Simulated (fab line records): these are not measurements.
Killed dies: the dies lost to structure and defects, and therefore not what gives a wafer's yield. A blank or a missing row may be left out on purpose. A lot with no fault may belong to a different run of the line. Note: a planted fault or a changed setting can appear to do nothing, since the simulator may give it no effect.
Chamber matching / flow nand_harc / 4 sister chambers for NHARC_A_BLC_ALD_23 on ald_metal-02
The step deposits TiN, target thk 3 nm, pulse time 1 s, ald cycles 150. 4 wafers are shown with their chamber, then 12 later ones without.

## WAFERS, EACH WITH ITS CHAMBER
wafer=L089.5; chamber=0; heater_power_w (W)=1082
wafer=L090.3; chamber=1; heater_power_w (W)=1006
wafer=L094.1; chamber=3; heater_power_w (W)=1144
wafer=L094.6; chamber=2; heater_power_w (W)=1111

## WAFERS WHOSE CHAMBER IS MISSING
wafer=L092.2; heater_power_w (W)=1096
wafer=L092.3; heater_power_w (W)=1010
wafer=L092.5; heater_power_w (W)=986
wafer=L093.4; heater_power_w (W)=1016
wafer=L093.5; heater_power_w (W)=1094
wafer=L093.6; heater_power_w (W)=1008
wafer=L096.1; heater_power_w (W)=1145
wafer=L096.2; heater_power_w (W)=1035
wafer=L096.4; heater_power_w (W)=1149
wafer=L096.3; heater_power_w (W)=1113
wafer=L096.5; heater_power_w (W)=1129
wafer=L096.6; heater_power_w (W)=1034

## EACH ONE'S CHAMBER
wafer=L092.2; from the rows above=can't be placed: 0 or 2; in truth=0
wafer=L092.3; from the rows above=1; in truth=1
wafer=L092.5; from the rows above=1; in truth=1
wafer=L093.4; from the rows above=1; in truth=1
wafer=L093.5; from the rows above=can't be placed: 0 or 2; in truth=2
wafer=L093.6; from the rows above=1; in truth=1
wafer=L096.1; from the rows above=3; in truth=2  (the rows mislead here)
wafer=L096.2; from the rows above=can't be placed: 1 or 0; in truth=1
wafer=L096.4; from the rows above=3; in truth=3
wafer=L096.3; from the rows above=can't be placed: 2 or 0 or 3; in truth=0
wafer=L096.5; from the rows above=can't be placed: 3 or 2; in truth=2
wafer=L096.6; from the rows above=can't be placed: 1 or 0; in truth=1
Placed correctly: 5 of 12. These rows do not allow placing 6 (true chamber among the candidates in 6). Number placed wrongly: 1.
How it was worked out, from the rows above alone: a wafer's distance from a chamber is the root of the sum, over the readings, of the square of ((its reading less the chamber's mean) divided by the reading's scatter). If the next closest chamber is less than 2 further off than the closest, the wafer can't be placed; otherwise it belongs to the closest. For every chamber, the mean is computed from those of its wafers that are shown. The scatter: with one shown wafer a chamber, the root of the mean of the squares of how far each hidden wafer lies from its nearest shown one.
